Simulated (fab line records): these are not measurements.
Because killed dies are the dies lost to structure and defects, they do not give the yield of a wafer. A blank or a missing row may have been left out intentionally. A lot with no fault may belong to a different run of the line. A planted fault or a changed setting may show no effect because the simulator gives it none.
Chamber matching	flow nand-harc	4 sister chambers for NHARC_A_WL_FILL_ALD_02 on ald-metal-04
The step deposits TiN, target thk 2 nm, pulse time 3 s, ald cycles 100. 20 wafers are shown with their chamber, then 10 later ones without.

EACH WAFER AND ITS CHAMBER
wafer	chamber	heater-power-w (W)	precursor-pulse-height-rel
L074.2	0	1140	1.012
L074.5	2	988	0.963
L074.6	3	965	1.010
L078.1	3	996	1.011
L078.4	2	945	0.993
L078.5	2	935	1.002
L079.2	1	1219	1.018
L079.5	1	1193	1.030
L079.6	2	967	1.037
L081.2	0	1103	1.017
L081.3	1	1225	1.007
L081.5	0	1120	1.007
L084.1	0	1112	0.985
L084.3	1	1178	1.032
L084.5	1	1214	1.003
L086.1	2	970	0.960
L086.3	3	1003	0.978
L086.4	1	1224	0.972
L087.2	0	1104	0.981
L087.4	1	1241	0.991

SIGNATURES, as means of the wafers listed above
reading	chamber 0	chamber 1	chamber 2	chamber 3	scatter within a chamber
heater-power-w	1115.80	1213.43	961.00	988.00	19.7
precursor-pulse-height-rel	1.00040	1.00757	0.99100	0.99967	0.0231
Rule: distance of a wafer from a chamber = root of the sum over the readings of ((wafer's reading minus chamber's mean) / reading's scatter) squared. The wafer belongs to the nearest chamber; if the next one is less than 2 further off, it can't be placed. The scatter: take each reading less its chamber's mean, square it, sum over the shown wafers, divide by the number of wafers less the number of chambers, and take the root.

WAFERS WITHOUT THEIR CHAMBER
wafer	heater-power-w (W)	precursor-pulse-height-rel
L087.6	996	1.012
L092.1	1024	0.991
L092.2	968	1.022
L092.6	1228	1.012
L093.2	1023	1.045
L093.3	979	1.001
L093.6	974	1.016
L096.3	915	0.999
L096.4	962	0.998
L096.5	1198	1.021

EACH ONE'S CHAMBER
wafer	from the rows above	in truth
L087.6	can't be placed: 3 or 2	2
L092.1	can't be placed: 3 or 2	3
L092.2	can't be placed: 2 or 3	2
L092.6	1	1
L093.2	can't be placed: 3 or 2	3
L093.3	can't be placed: 3 or 2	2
L093.6	can't be placed: 3 or 2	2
L096.3	can't be placed: 2 or 3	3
L096.4	can't be placed: 2 or 3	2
L096.5	1	1
Placed correctly: 2 of 10. Cannot be placed on the basis of these rows: 8; the candidates contain the true chamber in 8. 0 placed wrongly.
